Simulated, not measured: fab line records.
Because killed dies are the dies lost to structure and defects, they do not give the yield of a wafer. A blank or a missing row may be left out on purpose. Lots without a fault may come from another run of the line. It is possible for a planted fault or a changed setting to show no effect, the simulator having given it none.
Split-lot study	flow n5Finfet	on a route of 1938 steps: 7 lots, 21 wafers read

== THE SPLIT ==
At N5_BEOL_M6_EXPOSE_08 (exposes mask M6), the setting doseMj was moved away from the recipe's 68.25 on 4 of the 21 wafers read, by -5.4% to +6.1%. The other wafers ran this setting at the recipe's value.

== FROM THE SPLIT TO THE READING: what the file shows between them, 2 steps ==
- N5_BEOL_M6_PEB_09: peb time 60 s
- N5_BEOL_M6_DEVELOP_10: develop time 30 s

== THE READING ==
cdNm, in nm, at N5_BEOL_M6_CD_MEAS_11 (target cd 38.5 nm). Typical for fault-free wafers on this fab line: 38.5 nm, with standard deviation 0.45 nm.

wafer	tool, chamber at the split	doseMj as run	against the recipe	cdNm, nm	against lot-mates on the recipe
L074.1	arfiScanner-02, 0	68.25	recipe	38.9	-
L074.2	arfiScanner-02, 0	68.25	recipe	38.2	-
L074.5	arfiScanner-02, 0	68.25	recipe	38.9	-
L079.1	arfiScanner-02, 0	68.25	recipe	38.7	-
L079.2	arfiScanner-02, 0	72.43	+6.1%	41.2	+2.7
L079.5	arfiScanner-02, 0	68.25	recipe	38.3	-
L081.2	arfiScanner-02, 0	68.25	recipe	38.6	-
L081.4	arfiScanner-02, 0	68.25	recipe	38.5	-
L081.5	arfiScanner-02, 0	64.54	-5.4%	35.8	-2.8
L083.4	arfiScanner-02, 0	68.25	recipe	38.5	-
L083.5	arfiScanner-02, 0	70.45	+3.2%	39.4	+1.1
L083.6	arfiScanner-02, 0	68.25	recipe	38.1	-
L092.1	arfiScanner-02, 0	68.25	recipe	38.7	-
L092.4	arfiScanner-02, 0	68.25	recipe	38.4	-
L092.6	arfiScanner-02, 0	71.8	+5.2%	41.5	+3.0
L095.1	arfiScanner-03, 0	68.25	recipe	38.3	-
L095.2	arfiScanner-03, 0	68.25	recipe	38.4	-
L095.6	arfiScanner-03, 0	68.25	recipe	38.3	-
L094.2	arfiScanner-01, 0	68.25	recipe	39.7	-
L094.3	arfiScanner-01, 0	68.25	recipe	39.5	-
L094.4	arfiScanner-01, 0	68.25	recipe	39.2	-

FIT RESULTS
A straight line over all 21 wafers: cdNm changes by +0.466 nm for each +1% of doseMj; r = +0.92; the points scatter about the line by 0.47 nm.
The same after taking each lot's own level away (the mean of its wafers on the recipe; 21 wafers): +0.484 nm for each +1%; r = +0.98; scatter 0.25 nm.
On that fit, the largest move of doseMj shifts the reading by 3 nm.
The lots' own levels span 38.30 to 39.47 nm, that is 2.6 times the standard deviation above.
The two slopes are in agreement: the lot-to-lot level therefore moves the slope only a little.
Check: for one of the wafers moved furthest among these (+6.1%), held out of the fit, the line's prediction against its lot-mates is +3.09 nm. Against them it came out at +2.7 nm.

== THE OTHER SPLITS THESE WAFERS WENT THROUGH ==
Note: prior to the reading, these wafers also went through further splits. Each is held against what the fit with the lots' levels taken away leaves over:
other split on the same wafers	wafers away from the commonest value	r with cdNm (lot level and that fit taken away)
N5_BEOL_M3_EXPOSE_25 doseMj	6	-0.07
N5_BEOL_M4_COAT_05 spinRpm	5	+0.12
N5_BEOL_M5_COAT_22 spinRpm	4	-0.04
N5_BEOL_M5_EXPOSE_25 doseMj	10	-0.25

== THE WHOLE CHAIN: every reading that the file lists as answering this split, in the file's order ==
step	what it does	reading	change (the file's fit)	r (the file's)
N5_BEOL_M6_CD_MEAS_11	target cd 38.5 nm	cdNm	+0.481 nm for each +1% of the setting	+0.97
N5_BEOL_M6_ETCH_61	etches SiARC in CF4, target depth 45.5 nm, time 75.8 s	BEOL_M6.cdOffsetNm (the simulator's own value, which no gauge read)	+0.474 nm for each +1% of the setting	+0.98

== THE FILE'S OWN FIT ==
cdNm changes by +0.481 nm for each +1% of doseMj, r = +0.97.
